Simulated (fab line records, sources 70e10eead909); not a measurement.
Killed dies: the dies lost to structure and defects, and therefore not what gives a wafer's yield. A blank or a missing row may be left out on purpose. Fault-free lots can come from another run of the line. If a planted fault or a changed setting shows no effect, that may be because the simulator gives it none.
A struck lot beside a sound one :: flow nandHarc :: 15 steps out of a route of 1302
Sound: the wafers L482.1, L482.3, L482.5. Struck: wafer L498.1; the same lot's L498.5 was not struck, so it is left out; see the end for the cause.
At each step with rows: each side's tool, then ch and its chambers, then its first start. Under that, the readings that differ: sound wafers :: struck wafers :: difference of the means :: sigmas: that difference in standard deviations of wafers without a fault.
alike: words and numbers the same on both sides, and readings whose means are apart by under 2 such deviations; not compared: readings that were withheld, readings missing a value for some wafer, numbers with overlapping values and no deviation given by the record, and bounds like >300 which may hide the same value.
A row with sigmas, a row that says differs or no value, or rows on one side alone: a step with any of these is where the two part. Numbers that don't overlap but have no deviation are shown without sigmas and don't part them. A reading that every wafer of one side lacks parts them only if that side has two wafers or more.

NHARC_A_SGD_CUT_THK_MEAS_22: measures by ellipsometry.
  sound on filmMetro-01, day 19 22:29; struck on filmMetro-02, day 26 12:19
  alike: thkNm
then, 2 steps without rows for these wafers: NHARC_A_SGD_CUT_SRD_23; NHARC_A_SGD_CUT_ETCH_26 (etches SiO2 in dHF, target depth 45.8 nm).
NHARC_A_SGD_CUT_ETCHBACK_24: etches the open film in CH3F/O2, target depth 50 nm, time 92.857 s.
  sound on rieDiel-11 ch 0,1,3, day 19 22:43; struck on rieDiel-08 ch 1, day 26 12:32
reading: throttleValvePct (%)
sound: 20.661 20.670 20.680
struck: 20.648
difference: -0.022
sigmas: -2
  alike: drypumpMotorCurrentA, mfcArSccm, oesProductAu, rfVppV, showerheadPlenumPTorr
  not compared: rfHoursCounterH
NHARC_A_SGD_CUT_STRIP_28: strips in O2, time 20 s.
  sound on rieDiel-11 ch 0,3, day 19 22:53; struck on rieDiel-08 ch 0
reading: oesProductAu (a.u.)
sound: 0.997 1.006 0.998
struck: 1.016
difference: +0.016
sigmas: +2

reading: throttleValvePct (%)
sound: 17.032 17.025 17.038
struck: 17.053
difference: +0.021
sigmas: +2
  alike: drypumpMotorCurrentA, mfcArSccm, rfVppV, showerheadPlenumPTorr
  not compared: rfHoursCounterH
NHARC_A_SGD_CUT_INSPECT_25:
  sound on defectInspect-02, day 19 22:59; struck on defectInspect-02, day 26 12:46
  alike: rawDefectCount
NHARC_A_SLIT_DEP_25: deposits SiO2, target thk 200 nm.
  sound on pecvd-01 ch 0,2, day 19 23:06; struck on pecvd-03 ch 2, day 26 12:50
  alike: heaterPowerW, throttleValvePct
NHARC_A_SLIT_DEP_00: deposits aC, target thk 6200 nm.
  sound on aclDep-03 ch 0, day 20 00:06; struck on aclDep-03 ch 0, day 26 13:23
  alike: throttleValvePct
NHARC_A_SLIT_DEP_23: deposits SiON, target thk 100 nm.
  sound on pecvd-01 ch 0,1,2, day 20 04:08; struck on pecvd-04 ch 0, day 26 17:22
  alike: heaterPowerW
then, 3 steps without rows for these wafers: NHARC_A_SLIT_DEHYDRATE_01 (time 120 s); NHARC_A_SLIT_HMDS_02 (time 30 s); NHARC_A_SLIT_COAT_03 (resist thk 90 nm).
NHARC_A_SLIT_SOFTBAKE_04: time 55 s.
  sound on lithoTrack-06 ch 0, day 20 04:00; struck on lithoTrack-01 ch 0, day 26 17:00
reading: heaterPowerTotalW (W)
sound: 188.72 188.26 188.49
struck: 204.92
difference: +16.43
sigmas: +99 or more
  alike: exhaustPa
then, 1 step without rows for these wafers: NHARC_A_SLIT_EBR_05.
-- the record jumps here: 4 days lie between the struck wafers' starts before and after (it left off in module A_SLIT and takes up again in module END, whose first step shown is number 1302 of the route) --
NHARC_END_SORT_01:
  sound on prober-02 ch 0, day 24 17:46; struck on prober-01 ch 0, day 31 03:55
  alike: killedAtArray, killedAtOther, killedAtPeriphery, killedDies, killedOpen, killedShort

== WHERE THEY PART ==
First at NHARC_A_SGD_CUT_ETCHBACK_24; last, within this record, at NHARC_A_SLIT_SOFTBAKE_04. Later steps at which nothing parts them and some readings are alike: NHARC_END_SORT_01.

WHY: what had been put in by the simulator
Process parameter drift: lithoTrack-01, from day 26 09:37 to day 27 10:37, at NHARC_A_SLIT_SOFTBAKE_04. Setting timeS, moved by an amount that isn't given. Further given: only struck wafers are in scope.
